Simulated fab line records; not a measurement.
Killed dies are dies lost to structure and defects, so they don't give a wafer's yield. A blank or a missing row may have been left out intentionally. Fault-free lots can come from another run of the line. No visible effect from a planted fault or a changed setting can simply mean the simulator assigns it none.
Struck lot and sound lot, side by side / flow nandHarc / 20 steps out of a route of 1159
Sound: the wafers L379.2, L379.4, L379.5. Wafers struck: L389.3, L389.5, L389.6. At the end, the cause is stated.
At each step with rows: each side's tool, then ch and its chambers, then its first start. Under that, the readings that differ: sound wafers / struck wafers / difference of the means / sigmas: that difference in standard deviations of wafers without a fault.
alike: same words and numbers on both sides, and readings whose means sit less than 2 such deviations apart. not compared: any withheld reading, any reading some wafer has no value for, any bound like >300 that may hide the same value, and any number with overlapping values for which the record gives no deviation.
The two part at a step that has a row with sigmas, a row that says differs or no value, or rows on one side only. Numbers that have no deviation but don't overlap get no sigmas and don't part them. A reading that every wafer of one side lacks parts them only if that side has two wafers or more.

NHARC_P_CONTACT_DEP_00: deposits SiO2, target thk 500 nm.
  sound on pecvd-02 ch 0,1; struck on pecvd-04 ch 0,1
  alike: heaterPowerW, throttleValvePct
NHARC_P_CONTACT_CMP_01: polishes SiO2, target thk 200 nm.
  sound on cmp-03 ch 0,1, day 6 11:35; struck on cmp-01 ch 0,2,3, day 8 17:44
  alike: edgeZonePressureFrac, motorCurrentA, retainingRingPressureFrac
then, 9 steps without rows for these wafers: NHARC_P_CONTACT_SRD_03; NHARC_P_CONTACT_DEHYDRATE_04 (time 120 s); NHARC_P_CONTACT_HMDS_05 (time 30 s); NHARC_P_CONTACT_COAT_33 (time 75 s); NHARC_P_CONTACT_COAT_34 (time 65 s); NHARC_P_CONTACT_COAT_06 (resist thk 90 nm); NHARC_P_CONTACT_SOFTBAKE_07 (time 55 s); NHARC_P_CONTACT_EBR_08; NHARC_P_CONTACT_EXPOSE_09 (exposes mask P CA, target cd 90 nm).
NHARC_P_CONTACT_PEB_10: peb time 65 s.
  sound on lithoTrack-06 ch 0, day 6 12:21; struck on lithoTrack-06 ch 0, day 8 18:17
reading=plateTempC (C); sound=99.99 99.95 100.10; struck=99.41 99.25 99.30; difference=-0.69; sigmas=-5
  alike: heaterPowerTotalW, resistLineTempC
then, 1 step without rows for these wafers: NHARC_P_CONTACT_DEVELOP_11 (develop time 35 s).
NHARC_P_CONTACT_CD_MEAS_12: the cd target is 90 nm.
  sound on cdSem-02 ch 0, day 6 12:26; struck on cdSem-03 ch 0, day 8 18:22
reading=cdNm (nm); sound=90.4 90.5 91.0; struck=88.9 89.7 88.2; difference=-1.7; sigmas=-2
NHARC_P_CONTACT_OVL_MEAS_13:
  sound on overlay-02, day 6 12:31; struck on overlay-02, day 8 18:28
  alike: overlayXNm, overlayYNm
NHARC_P_CONTACT_INSPECT_14:
  sound on defectInspect-02, day 6 12:34; struck on defectInspect-01, day 8 18:29
  alike: rawDefectCount
NHARC_P_CONTACT_DESCUM_17: chemistry O2, time 3 s.
  sound on rieDiel-10 ch 1,2,3, day 6 12:37; struck on rieDiel-02 ch 1,2, day 8 18:33
reading=model.P_CONTACT.cdNm (nm); sound=90.65 90.91 90.39; struck=89.29 90.06 87.91; difference=-1.56; sigmas=
  alike: drypumpMotorCurrentA, oesProductAu, rfVppV, showerheadPlenumPTorr, throttleValvePct
  not compared: rfHoursCounterH
NHARC_P_CONTACT_ETCH_35: etches the open film in CF4, target depth 39 nm, time 65 s.
  sound on rieDiel-10 ch 0,3, day 6 12:43; struck on rieDiel-02 ch 0,2,3, day 8 18:39
reading=model.P_CONTACT.cdNm (nm); sound=90.96 91.64 90.78; struck=89.5 90.2 87.99; difference=-1.9; sigmas=
  alike: drypumpMotorCurrentA, oesProductAu, rfVppV, showerheadPlenumPTorr, throttleValvePct
  not compared: rfHoursCounterH
NHARC_P_CONTACT_ETCH_36: etches the open film in N2/H2, target depth 260 nm, time 406.25 s.
  sound on rieDiel-10 ch 1,3; struck on rieDiel-02 ch 0,1
  alike: drypumpMotorCurrentA, oesProductAu, rfVppV, showerheadPlenumPTorr, throttleValvePct
  not compared: rfHoursCounterH
-- break in the record here, with 15 days between the starts of the struck wafers on either side (left off in module P_CONTACT, picked up again in module END, where the first step shown is number 1159 on the route) --
NHARC_END_SORT_01:
  at this point the record logs the struck wafers (prober-02 ch 0, day 24 03:35) and has no rows for the sound ones

## WHERE THEY PART
Last at NHARC_END_SORT_01 as far as this record goes, first at NHARC_P_CONTACT_PEB_10.

WHY: whatever the simulator had introduced
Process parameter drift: lithoTrack-06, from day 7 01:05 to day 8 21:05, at NHARC_P_CONTACT_PEB_10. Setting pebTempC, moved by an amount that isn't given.
